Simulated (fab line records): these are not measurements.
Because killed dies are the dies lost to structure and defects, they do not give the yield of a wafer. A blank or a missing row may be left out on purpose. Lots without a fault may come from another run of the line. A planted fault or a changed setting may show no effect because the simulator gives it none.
Matching of chambers || flow nand-harc || NHARC_A_CHANNEL_FILL_D1_ALD_02 on ald-hk-02: 4 sister chambers
The step deposits SiO2, target thk 6 nm, pulse time 10 s, ald cycles 60. 8 wafers are shown with their chamber, then 12 later ones without.

WAFERS PAIRED WITH THEIR CHAMBERS
{"wafer": "L085.2", "chamber": 1, "heater-power-w (W)": 470, "precursor-pulse-height-rel": 1.011}
{"wafer": "L085.3", "chamber": 2, "heater-power-w (W)": 637, "precursor-pulse-height-rel": 1.007}
{"wafer": "L086.1", "chamber": 2, "heater-power-w (W)": 642, "precursor-pulse-height-rel": 0.973}
{"wafer": "L086.6", "chamber": 3, "heater-power-w (W)": 503, "precursor-pulse-height-rel": 1.021}
{"wafer": "L091.3", "chamber": 3, "heater-power-w (W)": 501, "precursor-pulse-height-rel": 1.012}
{"wafer": "L089.1", "chamber": 1, "heater-power-w (W)": 479, "precursor-pulse-height-rel": 1.011}
{"wafer": "L089.4", "chamber": 0, "heater-power-w (W)": 490, "precursor-pulse-height-rel": 0.994}
{"wafer": "L089.5", "chamber": 0, "heater-power-w (W)": 484, "precursor-pulse-height-rel": 0.997}

WAFERS MISSING THEIR CHAMBER
{"wafer": "L094.2", "heater-power-w (W)": 504, "precursor-pulse-height-rel": 0.997}
{"wafer": "L094.3", "heater-power-w (W)": 476, "precursor-pulse-height-rel": 1.005}
{"wafer": "L094.5", "heater-power-w (W)": 480, "precursor-pulse-height-rel": 0.990}
{"wafer": "L093.2", "heater-power-w (W)": 613, "precursor-pulse-height-rel": 0.975}
{"wafer": "L093.4", "heater-power-w (W)": 475, "precursor-pulse-height-rel": 0.984}
{"wafer": "L093.5", "heater-power-w (W)": 470, "precursor-pulse-height-rel": 0.969}
{"wafer": "L097.1", "heater-power-w (W)": 483, "precursor-pulse-height-rel": 0.970}
{"wafer": "L097.5", "heater-power-w (W)": 471, "precursor-pulse-height-rel": 0.998}
{"wafer": "L097.6", "heater-power-w (W)": 497, "precursor-pulse-height-rel": 1.004}
{"wafer": "L095.1", "heater-power-w (W)": 503, "precursor-pulse-height-rel": 1.009}
{"wafer": "L095.3", "heater-power-w (W)": 478, "precursor-pulse-height-rel": 1.008}
{"wafer": "L095.5", "heater-power-w (W)": 514, "precursor-pulse-height-rel": 1.012}

THE CHAMBER EACH PASSED THROUGH
{"wafer": "L094.2", "from the rows above": 3, "in truth": 3}
{"wafer": "L094.3", "from the rows above": 1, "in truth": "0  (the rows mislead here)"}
{"wafer": "L094.5", "from the rows above": "can't be placed: 0 or 1", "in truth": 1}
{"wafer": "L093.2", "from the rows above": 2, "in truth": 2}
{"wafer": "L093.4", "from the rows above": "can't be placed: 1 or 0", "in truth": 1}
{"wafer": "L093.5", "from the rows above": "can't be placed: 1 or 0", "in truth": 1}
{"wafer": "L097.1", "from the rows above": "can't be placed: 0 or 1", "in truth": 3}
{"wafer": "L097.5", "from the rows above": 1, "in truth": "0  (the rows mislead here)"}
{"wafer": "L097.6", "from the rows above": "can't be placed: 3 or 0", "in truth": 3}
{"wafer": "L095.1", "from the rows above": 3, "in truth": 3}
{"wafer": "L095.3", "from the rows above": "can't be placed: 1 or 0", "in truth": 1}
{"wafer": "L095.5", "from the rows above": 3, "in truth": 3}
Correct placement for 4 of the 12. Unplaceable from these rows: 6, with the true chamber sitting among the candidates in 5. Wrongly placed: 2.
How it was worked out, from the rows above alone: a wafer's distance from a chamber is the root of the sum, over the readings, of the square of ((its reading less the chamber's mean) divided by the reading's scatter). If the next closest chamber is less than 2 further off than the closest, the wafer can't be placed; otherwise it belongs to the closest. For every chamber, the mean is computed from those of its wafers that are shown. How the scatter is found: for the shown wafers, subtract from each reading the mean of its chamber, square and add these, divide the total by (wafers less chambers), then take the root.
